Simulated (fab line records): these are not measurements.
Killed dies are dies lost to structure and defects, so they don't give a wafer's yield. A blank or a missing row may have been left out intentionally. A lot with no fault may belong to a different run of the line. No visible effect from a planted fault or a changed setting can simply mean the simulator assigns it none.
Split-lot trial	flow n5 finfet	21 wafers read across 7 lots, on a route 1938 steps long

ABOUT THE SPLIT
At N5_MOL_CONTACT_COAG_ETCH_110 (etches Si in CF4/O2, target depth 2.5 nm, time 8 s), the setting source w was moved away from the recipe's 200 W on 7 of the 21 wafers read, by +10.0% to +16.0%. All remaining wafers had this setting at the recipe value.

The reading comes from the split's own step.

THE READING
rf vpp V, in V, at N5_MOL_CONTACT_COAG_ETCH_110 (etches Si in CF4/O2, target depth 2.5 nm, time 8 s). On this fab line, fault-free wafers typically give 127.3 V with a standard deviation of 1.8 V.

wafer	tool, chamber at the split	source w as run, W	against the recipe	rf vpp V, V	against lot-mates on the recipe
L075.2	rie diel-01, 1	200	recipe	125.5	-
L075.3	rie diel-01, 0	200	recipe	124.7	-
L075.6	rie diel-01, 1	222.6	+11.3%	116.9	-8.2
L077.1	rie diel-02, 3	200	recipe	125.8	-
L077.2	rie diel-02, 0	200	recipe	128.9	-
L077.5	rie diel-02, 2	200	recipe	126.2	-
L078.4	rie diel-03, 2	220	+10.0%	118.2	-8.2
L078.5	rie diel-03, 3	200	recipe	127.0	-
L078.6	rie diel-03, 0	200	recipe	125.9	-
L081.1	rie diel-03, 1	232	+16.0%	114.9	-14.9
L081.3	rie diel-03, 3	200	recipe	129.8	-
L081.5	rie diel-03, 1	232	+16.0%	114.8	-15.0
L082.1	rie diel-01, 3	200	recipe	129.9	-
L082.2	rie diel-01, 1	200	recipe	126.6	-
L082.5	rie diel-01, 0	200	recipe	126.2	-
L090.2	rie diel-01, 2	200	recipe	128.7	-
L090.4	rie diel-01, 1	200	recipe	127.1	-
L090.6	rie diel-01, 2	226.1	+13.1%	118.5	-9.4
L093.4	rie diel-02, 3	200	recipe	127.0	-
L093.5	rie diel-02, 3	224.9	+12.5%	119.3	-7.7
L093.6	rie diel-02, 0	224.9	+12.5%	120.3	-6.7

THE FIT
A straight line over all 21 wafers: rf vpp V changes by -0.728 V for each +1% of source w; r = -0.95; the points scatter about the line by 1.6 V.
The same after taking each lot's own level away (the mean of its wafers on the recipe; 21 wafers): -0.79 V for each +1%; r = -0.96; scatter 1.5 V.
That fit puts the effect of the largest move of source w on the reading at 13 V.
The lots' own levels span 125.10 to 129.80 V, that is 2.6 times the standard deviation above.
So the lot-to-lot level changes the slope little: the two slopes agree.
Check: -11.9 V against its lot-mates is what the line predicts for one of the wafers moved furthest among these (+16.0%) when that wafer is left out of the fit. Against them it came out at -14.9 V.
Tool readings at the split's step, against how far the setting was moved: rf vpp V r = -0.95.

OTHER SPLITS APPLIED TO THESE WAFERS
These wafers also went through other splits before the reading. Each is held against what the fit with the lots' levels taken away leaves over:
other split on the same wafers	wafers away from the commonest value	r with rf vpp V (lot level and that fit taken away)
N5_SDB_ETCH_18 time s	6	-0.16
N5_HKMG_FIN_COAT_30 spin rpm	7	-0.02
N5_HKMG_FIN_EXPOSE_09 dose mj	4	-0.16
N5_MOL_CONTACT_COAG_EXPOSE_05 dose mj	5	+0.18
N5_MOL_CONTACT_COAG_ETCH_105 bias w	4	+0.23

THE WHOLE CHAIN: every reading that the file lists as answering this split, in the file's order
step	what it does	reading	change (the file's fit)	r (the file's)
N5_MOL_CONTACT_COAG_ETCH_110	etches Si in CF4/O2, target depth 2.5 nm, time 8 s	rf vpp V	-0.776 V for each +1% of the setting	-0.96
N5_MOL_CONTACT_COAG_ETCH_110	etches Si in CF4/O2, target depth 2.5 nm, time 8 s	etch.depth nm (the simulator's own value, which no gauge read)	+0.023 nm for each +1% of the setting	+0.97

THE FILE'S OWN FIT
rf vpp V changes by -0.776 V for each +1% of source w, r = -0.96.
